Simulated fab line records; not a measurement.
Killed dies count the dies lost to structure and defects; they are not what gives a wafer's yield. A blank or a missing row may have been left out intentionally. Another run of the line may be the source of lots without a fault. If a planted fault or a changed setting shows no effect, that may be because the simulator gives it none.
Which tool is to blame? | flow n5Finfet | 30 wafers from 10 lots sampled at 4 of the route's 1938 steps

WHAT EACH GAUGE READ, for each wafer
The record lacks any reading of a measuring or inspecting step that a usual standard deviation could be used to judge.

EACH LOT AND THE TOOL THAT RAN IT (in order: tool; ch and the chambers of the sampled wafers; start)
lot  | N5_BEOL_M4_CMP_52             | N5_BEOL_M5_CURE_79           | N5_BEOL_M5_ETCH_61                | N5_BEOL_M5_STRIP_64
L953 | cmp-02 ch 2,3, day 8 14:56    | uvCure-03 ch 0, day 8 16:45  | rieDiel-02 ch 1,2, day 9 20:30    | rieDiel-02 ch 1,2, day 9 20:40
L958 | cmp-02 ch 1,2, day 11 10:29   | uvCure-03 ch 0, day 11 12:17 | rieDiel-02 ch 0,1, day 11 13:55   | rieDiel-02 ch 0,1, day 11 14:04
L959 | cmp-01 ch 0,1, day 11 16:26   | uvCure-02 ch 0, day 11 18:20 | rieDiel-03 ch 0,3, day 11 21:47   | rieDiel-03 ch 0,3, day 11 21:56
L964 | cmp-04 ch 1,3, day 12 22:55   | uvCure-02 ch 2, day 13 00:52 | rieDiel-02 ch 2,3, day 13 03:12   | rieDiel-02 ch 2,3, day 13 03:21
L966 | cmp-02 ch 0,2,3, day 13 01:54 | uvCure-02 ch 0, day 13 03:34 | rieDiel-02 ch 0,3, day 13 04:40   | rieDiel-02 ch 0,3, day 13 04:49
L968 | cmp-01 ch 0,1, day 13 23:41   | uvCure-02 ch 0, day 14 01:24 | rieDiel-03 ch 2,3, day 14 03:04   | rieDiel-03 ch 2,3, day 14 03:13
L969 | cmp-02 ch 0,2,3, day 14 07:41 | uvCure-02 ch 0, day 14 09:19 | rieDiel-05 ch 1,2,3, day 14 12:04 | rieDiel-05 ch 1,2,3, day 14 12:14
L972 | cmp-04 ch 1,2, day 14 11:35   | uvCure-01 ch 1, day 14 13:46 | rieDiel-05 ch 1,2,3, day 14 15:42 | rieDiel-05 ch 1,2,3, day 14 15:51
L975 | cmp-01 ch 0,1,2, day 15 21:16 | uvCure-01 ch 1, day 15 22:54 | rieDiel-05 ch 0,1,3, day 16 01:27 | rieDiel-05 ch 0,1,3, day 16 01:37
L976 | cmp-01 ch 1,2,3, day 16 06:55 | uvCure-02 ch 2, day 16 08:40 | rieDiel-05 ch 0,1, day 16 10:00   | rieDiel-05 ch 0,1, day 16 10:09
- N5_BEOL_M4_CMP_52: polishes, stops on SiOC, t overpolish 6.8 s, target thk 40 nm.
- N5_BEOL_M5_CURE_79: cures SiCOH lowk, time 240 s.
- N5_BEOL_M5_ETCH_61: etches SiARC in CF4, target depth 15.6 nm, time 26 s.
- N5_BEOL_M5_STRIP_64: strips in CF4.

WHAT THE TOOLS THEMSELVES READ (means of the sampled wafers that have a number; where no wafer has one, the mark that the record gives instead)
N5_BEOL_M4_CMP_52. Usual: barrierFieldEndpointS 24.5 s, standard deviation 0.51; clearingPlatenRpm 50.001 rpm, standard deviation 0.028; motorCurrentA 6.0 A, standard deviation 0.38; overpolishRunS 6.800 s, standard deviation 0.0087; timeToEndpointS 62.6 s, standard deviation 2.6.
lot  | tool   | barrierFieldEndpointS (s) | clearingPlatenRpm (rpm) | motorCurrentA (A) | overpolishRunS (s) | timeToEndpointS (s) | flag
L953 | cmp-02 | 24.6                      | 50.007                  | 5.5               | 6.800              | 65.3                | 
L958 | cmp-02 | 24.5                      | 49.974                  | 6.0               | 6.801              | 61.7                | 
L959 | cmp-01 | 24.8                      | 49.999                  | 6.3               | 6.793              | 62.0                | 
L964 | cmp-04 | 23.9                      | 49.975                  | 6.4               | 6.795              | 59.8                | 
L966 | cmp-02 | 24.5                      | 49.986                  | 5.8               | 6.797              | 67.0                | 
L968 | cmp-01 | 24.1                      | 49.989                  | 6.4               | 6.813              | 60.2                | 
L969 | cmp-02 | 25.7                      | 50.006                  | 6.0               | 6.806              | 64.6                | 
L972 | cmp-04 | 24.0                      | 50.047                  | 6.2               | 6.802              | 60.2                | 
L975 | cmp-01 | 24.8                      | 49.987                  | 6.1               | 6.794              | 60.9                | 
L976 | cmp-01 | 24.4                      | 50.015                  | 6.1               | 6.795              | 62.1                | 

N5_BEOL_M5_CURE_79. Usual: lampPowerPct 52.31 %, standard deviation 0.056; wafer_temp_C_max 386.6, standard deviation 0.47.
lot  | tool      | lampPowerPct (%) | wafer_temp_C_max | flag
L953 | uvCure-03 | 52.30            | 385.8            | 
L958 | uvCure-03 | 52.30            | 385.8            | 
L959 | uvCure-02 | 52.33            | 386.6            | 
L964 | uvCure-02 | 52.31            | 386.9            | 
L966 | uvCure-02 | 52.34            | 387.2            | 
L968 | uvCure-02 | 52.32            | 386.8            | 
L969 | uvCure-02 | 52.30            | 387.1            | 
L972 | uvCure-01 | 52.34            | 386.4            | 
L975 | uvCure-01 | 52.35            | 386.4            | 
L976 | uvCure-02 | 52.30            | 387.0            | 

N5_BEOL_M5_ETCH_61. Usual: drypumpMotorCurrentA 5.8 A, standard deviation 0.44; etchRfOnTimeS 25.9 s, standard deviation 0.41; oesProductAu 0.68 a.u., standard deviation 0.077; rfFwdPowerW 532.5 W, standard deviation 2.4; rfVppV 183.9 V, standard deviation 1.1; showerheadPlenumPTorr 2.12 Torr, standard deviation 0.054; throttleValvePct 15.64 %, standard deviation 0.22.
lot  | tool       | drypumpMotorCurrentA (A) | etchRfOnTimeS (s) | oesProductAu (a.u.) | rfFwdPowerW (W) | rfVppV (V) | showerheadPlenumPTorr (Torr) | throttleValvePct (%) | flag
L953 | rieDiel-02 | 5.7                      | 25.9              | 0.67                | 531.1           | 183.1      | 2.06                         | 15.73                | 
L958 | rieDiel-02 | 5.3                      | 25.6              | 0.70                | 530.9           | 183.9      | 2.09                         | 15.70                | 
L959 | rieDiel-03 | 5.7                      | 26.0              | 0.62                | 535.9           | 184.5      | 2.22                         | 15.75                | 
L964 | rieDiel-02 | 6.0                      | 19.0              | 0.79                | 531.6           | 183.0      | 2.06                         | 15.63                | OFF
L966 | rieDiel-02 | 5.2                      | 22.2              | 0.80                | 534.8           | 183.9      | 2.14                         | 15.56                | OFF
L968 | rieDiel-03 | 5.5                      | 26.2              | 0.58                | 535.0           | 184.1      | 2.14                         | 15.84                | 
L969 | rieDiel-05 | 6.0                      | 25.7              | 0.70                | 531.8           | 184.0      | 2.13                         | 15.63                | 
L972 | rieDiel-05 | 6.0                      | 25.7              | 0.69                | 533.9           | 183.6      | 2.13                         | 15.63                | 
L975 | rieDiel-05 | 5.8                      | 26.0              | 0.71                | 531.3           | 183.8      | 2.13                         | 15.50                | 
L976 | rieDiel-05 | 5.7                      | 26.2              | 0.76                | 531.9           | 184.0      | 2.13                         | 15.21                | 

N5_BEOL_M5_STRIP_64. Usual: drypumpMotorCurrentA 5.8 A, standard deviation 0.44; oesProductAu 0.79 a.u., standard deviation 0.085; rfFwdPowerW 292.6 W, standard deviation 0.86; rfVppV 270.8 V, standard deviation 1.4; showerheadPlenumPTorr 1.78 Torr, standard deviation 0.044; throttleValvePct 13.60 %, standard deviation 0.23.
lot  | tool       | drypumpMotorCurrentA (A) | oesProductAu (a.u.) | rfFwdPowerW (W) | rfVppV (V) | showerheadPlenumPTorr (Torr) | throttleValvePct (%) | flag
L953 | rieDiel-02 | 5.8                      | 0.77                | 293.0           | 269.9      | 1.73                         | 13.68                | 
L958 | rieDiel-02 | 5.3                      | 0.81                | 293.8           | 270.7      | 1.75                         | 13.67                | 
L959 | rieDiel-03 | 5.6                      | 0.72                | 292.5           | 272.2      | 1.85                         | 13.73                | 
L964 | rieDiel-02 | 6.0                      | 0.74                | 292.4           | 269.4      | 1.73                         | 13.62                | 
L966 | rieDiel-02 | 5.2                      | 0.84                | 292.7           | 271.0      | 1.79                         | 13.52                | 
L968 | rieDiel-03 | 5.6                      | 0.68                | 292.6           | 271.0      | 1.79                         | 13.82                | 
L969 | rieDiel-05 | 5.9                      | 0.81                | 292.6           | 270.5      | 1.78                         | 13.59                | 
L972 | rieDiel-05 | 6.0                      | 0.80                | 291.9           | 271.2      | 1.78                         | 13.59                | 
L975 | rieDiel-05 | 5.8                      | 0.82                | 292.8           | 270.4      | 1.78                         | 13.45                | 
L976 | rieDiel-05 | 5.6                      | 0.89                | 293.7           | 271.5      | 1.78                         | 13.16                | 

THE ANSWER, worked out from the rows above alone
Rule: take the mean of a lot's wafers that have a number; if it is more than 3 standard deviations from the usual mean, the lot is off. A lot without any number at a reading at which 4 lots or more have one is off too. Any other lot the step has rows for is counted as sound. First the gauges in route order, then the tools' own readings, where a lot's mean is used as printed above. The first step at which some lot is off is used, and at that step the reading that is off furthest; a lot without a number counts as furthest.
Off: L964, L966, at N5_BEOL_M5_ETCH_61 (etchRfOnTimeS).
A tool fits if, at that step or a process step before it, it ran every lot that is off, and no sound lot after the first of them. One fits: rieDiel-02 at N5_BEOL_M5_ETCH_61. A fault onset in the window from L958 (day 11 13:55, its last sound lot) to L964 (day 13 03:12, its first lot off) fits.
The tool's own readings at N5_BEOL_M5_ETCH_61 bear it out: on the lots that are off they differ by more than 5 times the standard deviation of the sound lots' means. etchRfOnTimeS reads 20.6 s there against 25.9 s on the sound lots.

WHAT THE SIMULATOR PUT IN
rieDiel-02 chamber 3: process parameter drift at N5_BEOL_M5_ETCH_61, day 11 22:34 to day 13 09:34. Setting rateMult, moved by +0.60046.
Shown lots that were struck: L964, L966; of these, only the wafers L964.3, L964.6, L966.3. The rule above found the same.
